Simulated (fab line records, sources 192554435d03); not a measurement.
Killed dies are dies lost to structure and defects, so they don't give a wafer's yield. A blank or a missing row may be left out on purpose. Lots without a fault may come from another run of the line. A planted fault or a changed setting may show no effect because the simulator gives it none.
Which tool did it? | flow n5_finfet | 10 lots, 30 wafers sampled, at 4 steps of a route of 1938

WHAT THE GAUGES READ, wafer by wafer
N5_BEOL_M7_CD_MEAS_35: target cd 40 nm.
lot  | measured     | on        | cd_nm (nm)
L303 | day 8 10:08  | cd_sem-03 | 39.8 40.1 40.3
L306 | day 9 05:14  | cd_sem-03 | 39.5 39.6 38.6
L309 | day 10 11:28 | cd_sem-02 | 40.4 40.6 40.8
L310 | day 11 14:56 | cd_sem-03 | 39.8 39.6 39.1
L313 | day 11 19:06 | cd_sem-03 | 39.9 39.8 40.0
L315 | day 12 09:10 | cd_sem-01 | 39.2 39.8 40.3
L317 | day 12 16:17 | cd_sem-01 | 40.1 40.0 39.6
L316 | day 12 16:40 | cd_sem-01 | 40.3 40.7 40.2
L319 | day 13 06:18 | cd_sem-03 | 40.6 40.5 40.3
L326 | day 14 22:29 | cd_sem-02 | 40.0 39.9 39.3

N5_BEOL_M8_THK_MEAS_01.
lot  | measured     | on            | M8_ILD_THK (nm)
L303 | day 8 12:59  | film_metro-02 | 153.8 156.2 156.8
L306 | day 9 10:00  | film_metro-02 | 154.3 155.3 156.0
L309 | day 10 15:29 | film_metro-02 | 152.7 155.2 154.0
L310 | day 11 17:55 | film_metro-01 | 154.2 157.4 158.8
L313 | day 11 23:24 | film_metro-02 | 153.2 153.8 156.3
L315 | day 12 12:14 | film_metro-01 | 153.3 153.4 155.1
L317 | day 12 19:29 | film_metro-01 | 202.4 156.8 156.6
L316 | day 12 20:42 | film_metro-02 | 155.8 203.9 208.3
L319 | day 13 12:52 | film_metro-01 | 154.6 153.8 153.7
L326 | day 15 01:39 | film_metro-02 | 152.3 153.9 157.0

WHICH TOOL RAN EACH LOT (tool, then ch and the chambers of the sampled wafers, then the start)
lot  | N5_BEOL_M7_ETCH_41                            | N5_BEOL_M8_ILD_DEP_00
L303 | rie_diel-02 ch 2,3, day 8 10:08 or earlier    | pecvd-03 ch 0,1, day 8 12:23
L306 | rie_diel-02 ch 0,1, day 9 05:14 or earlier    | pecvd-01 ch 1,2, day 9 09:25
L309 | rie_diel-02 ch 0,1,3, day 10 11:28 or earlier | pecvd-04 ch 0,1, day 10 14:53
L310 | rie_diel-06 ch 0,1,3, day 11 14:56 or earlier | pecvd-04 ch 0,1,2, day 11 17:20
L313 | rie_diel-05 ch 0,1,3, day 11 19:06 or earlier | pecvd-01 ch 0,2, day 11 22:49
L315 | rie_diel-06 ch 1,2,3, day 12 09:10 or earlier | pecvd-04 ch 0,1,2, day 12 11:27
L317 | rie_diel-02 ch 1,2,3, day 12 16:17 or earlier | pecvd-04 ch 0,1,2, day 12 18:55
L316 | rie_diel-02 ch 0,1,3, day 12 16:40 or earlier | pecvd-04 ch 0,2, day 12 19:53
L319 | rie_diel-06 ch 0,1,2, day 13 06:18 or earlier | pecvd-01 ch 0,1,2, day 13 12:17
L326 | rie_diel-02 ch 1,2,3, day 14 22:29 or earlier | pecvd-01 ch 1,2, day 15 00:52
- N5_BEOL_M7_ETCH_41: etches SiCN in CH3F/O2, target depth 31.9 nm, time 57.8 s.
- N5_BEOL_M8_ILD_DEP_00: deposits SiCOH lowk from DEMS/porogen, target thk 179.75 nm, time 33.4 s.

WHAT THE TOOLS THEMSELVES READ (means of the sampled wafers that have a number; where no wafer has one, the mark that the record gives instead)
N5_BEOL_M7_ETCH_41.
lot  | tool        | bias_w (W) | drypump_motor_current_A (A) | oes_product_au (a.u.) | rf_fwd_power_W (W) | rf_vpp_V (V) | showerhead_plenum_p_Torr (Torr) | throttle_valve_pct (%)
L303 | rie_diel-02 | 75.05      | 5.6                         | 0.85                  | 391.5              | 297.1        | 1.97                            | 16.12
L306 | rie_diel-02 | 75.01      | 5.2                         | 0.86                  | 392.7              | 299.0        | 2.11                            | 16.41
L309 | rie_diel-02 | 74.87      | 5.7                         | 0.83                  | 393.5              | 298.5        | 2.08                            | 16.30
L310 | rie_diel-06 | 75.13      | 5.9                         | 0.79                  | 390.6              | 295.8        | 1.96                            | 16.24
L313 | rie_diel-05 | 75.09      | 5.7                         | 0.86                  | 391.1              | 297.9        | 2.05                            | 16.20
L315 | rie_diel-06 | 75.15      | 6.2                         | 0.75                  | 390.3              | 295.7        | 1.95                            | 16.41
L317 | rie_diel-02 | 75.13      | 5.7                         | 0.79                  | 393.1              | 298.2        | 2.01                            | 16.23
L316 | rie_diel-02 | 74.90      | 5.7                         | 0.82                  | 392.0              | 298.4        | 2.07                            | 16.32
L319 | rie_diel-06 | 74.89      | 5.9                         | 0.75                  | 389.3              | 296.9        | 1.97                            | 16.32
L326 | rie_diel-02 | 75.01      | 5.7                         | 0.77                  | 391.5              | 298.3        | 2.00                            | 16.26

N5_BEOL_M8_ILD_DEP_00.
lot  | tool     | heater_power_w (W) | rf_fwd_power_W (W) | showerhead_plenum_p_Torr (Torr) | susceptor_temp_C (C) | throttle_valve_pct (%)
L303 | pecvd-03 | 266                | 494.2              | 5.732                           | 299.91               | 13.5
L306 | pecvd-01 | 212                | 498.7              | 5.744                           | 299.96               | 13.9
L309 | pecvd-04 | 311                | 494.2              | 5.726                           | 300.11               | 13.8
L310 | pecvd-04 | 276                | 495.0              | 5.734                           | 300.01               | 13.6
L313 | pecvd-01 | 222                | 496.2              | 5.749                           | 299.96               | 13.8
L315 | pecvd-04 | 275                | 495.6              | 5.741                           | 300.13               | 13.7
L317 | pecvd-04 | 282                | 495.1              | 5.733                           | 300.20               | 13.7
L316 | pecvd-04 | 308                | 495.1              | 5.738                           | 299.85               | 13.4
L319 | pecvd-01 | 222                | 497.9              | 5.749                           | 300.03               | 13.9
L326 | pecvd-01 | 210                | 494.2              | 5.754                           | 299.88               | 13.9

THE ANSWER, worked out from the rows above alone
Rule: what is usual is taken from the lots themselves. Put in order of their means at a reading, lots are off if they are a third of the lots or fewer, leave a main group of 4 or more, and stand apart from it by a gap of 3 or more times the standard deviation of the main group's means; of several such gaps the widest counts. A main group whose means are all the same, to the digits that the tables above print for the reading, isn't used. A lot without any number at a reading at which 4 lots or more have one is off too. The other lots that the step has rows for count as sound. The gauges are gone through in route order, then the tools' own readings, and for those a lot's mean is taken as printed above. The first step at which some lot is off is used, and at that step the reading that is off furthest; a lot without a number counts as furthest.
Off: L317, L316, at N5_BEOL_M8_THK_MEAS_01 (M8_ILD_THK). The main group: mean 154.8 nm, standard deviation 0.94.
A tool fits if, at a process step before that reading, it ran every lot that is off, and no sound lot after the first of them. The gauges at N5_BEOL_M8_THK_MEAS_01 are tried like those tools. N5_BEOL_M7_ETCH_41 gives no start for some lots, so the hours and the order of its lots are those of N5_BEOL_M7_CD_MEAS_35. One fits: pecvd-04 at N5_BEOL_M8_ILD_DEP_00. Its last sound lot is L315 (day 12 11:27), its first lot that is off L317 (day 12 18:55): a fault that began between those two fits.

WHAT THE SIMULATOR HAD PUT IN
Process parameter drift: pecvd-04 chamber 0, from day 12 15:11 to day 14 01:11, at N5_BEOL_M8_ILD_DEP_00. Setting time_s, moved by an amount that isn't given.
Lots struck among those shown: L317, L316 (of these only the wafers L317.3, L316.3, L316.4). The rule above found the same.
